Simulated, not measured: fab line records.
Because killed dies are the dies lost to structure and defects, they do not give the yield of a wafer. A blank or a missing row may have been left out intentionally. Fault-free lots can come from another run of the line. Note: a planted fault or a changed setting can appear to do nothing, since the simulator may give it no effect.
Split-lot trial    flow n5Finfet    21 wafers read from 7 lots, route of 1938 steps

## SPLIT DETAILS
At N5_PMOS_HMC_CHANNEL_EPI_ETCH_32 (etches BARC in N2/H2, stops on SiO2, target depth 85.8 nm, time 50.3 s), the setting biasW was moved away from the recipe's 150 W on 11 of the 21 wafers read, by -12.9% to +16.5%. This setting was run at the recipe's value on the other wafers.

The reading comes from the split's own step.

## THE READING
rfVppV, in V, at N5_PMOS_HMC_CHANNEL_EPI_ETCH_32 (etches BARC in N2/H2, stops on SiO2, target depth 85.8 nm, time 50.3 s). On this fab line, fault-free wafers typically give 524.1 V with a standard deviation of 2.3 V.

wafer   tool, chamber at the split  biasW as run, W  against the recipe  rfVppV, V  against lot-mates on the recipe
L076.1  rieDiel-06, 3               174.8            +16.5%              576.2      +52.5
L076.3  rieDiel-06, 2               150              recipe              521.8      -
L076.6  rieDiel-06, 1               150              recipe              525.7      -
L077.3  rieDiel-02, 1               133.8            -10.8%              491.2      -30.4
L077.4  rieDiel-02, 3               150              recipe              521.6      -
L077.6  rieDiel-02, 3               133.8            -10.8%              485.5      -36.1
L078.2  rieDiel-06, 0               150              recipe              523.5      -
L078.4  rieDiel-06, 2               150              recipe              521.7      -
L078.5  rieDiel-06, 1               150              recipe              527.6      -
L081.3  rieDiel-02, 0               131.1            -12.6%              482.9      -39.0
L081.4  rieDiel-02, 3               150              recipe              521.9      -
L081.6  rieDiel-02, 2               131.1            -12.6%              480.2      -41.7
L091.2  rieDiel-06, 1               150              recipe              526.8      -
L091.3  rieDiel-06, 2               157.6            +5.1%               537.0      +10.2
L091.6  rieDiel-06, 3               157.6            +5.1%               540.8      +14.0
L093.2  rieDiel-06, 3               130.7            -12.9%              480.4      -47.2
L093.4  rieDiel-06, 1               150              recipe              527.6      -
L093.5  rieDiel-06, 3               130.7            -12.9%              481.3      -46.3
L095.3  rieDiel-02, 1               150              recipe              527.0      -
L095.4  rieDiel-02, 2               134.8            -10.1%              487.4      -39.6
L095.5  rieDiel-02, 1               134.8            -10.1%              492.8      -34.2

THE FIT
A straight line over all 21 wafers: rfVppV changes by +3.28 V for each +1% of biasW; r = +1.00; the points scatter about the line by 2.5 V.
The same after taking each lot's own level away (the mean of its wafers on the recipe; 21 wafers): +3.26 V for each +1%; r = +0.99; scatter 3 V.
That fit puts the effect of the largest move of biasW on the reading at 54 V.
Across the lots, their own levels run from 521.60 to 527.60 V, a range of 2.6 times the standard deviation given above.
Consequently the slope shifts little with the lot-to-lot level, the two slopes agreeing.
Check: for one of the wafers moved furthest among these (+16.5%), held out of the fit, the line's prediction against its lot-mates is +53.1 V. Against them it came out at +52.5 V.
Tool readings at the split's step, against how far the setting was moved: rfVppV r = +1.00.

## THESE WAFERS: OTHER SPLITS
Other splits were also applied to these wafers ahead of the reading. Each is held against what the fit with the lots' levels taken away leaves over:
other split on the same wafers  wafers away from the commonest value  r with rfVppV (lot level and that fit taken away)
N5_ZERO_LAYER_PECVD_02 timeS    5                                     -0.09
N5_ZERO_LAYER_EXPOSE_08 doseMj  7                                     -0.34

## FILE'S OWN FIT
rfVppV changes by +3.29 V for each +1% of biasW, r = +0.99.
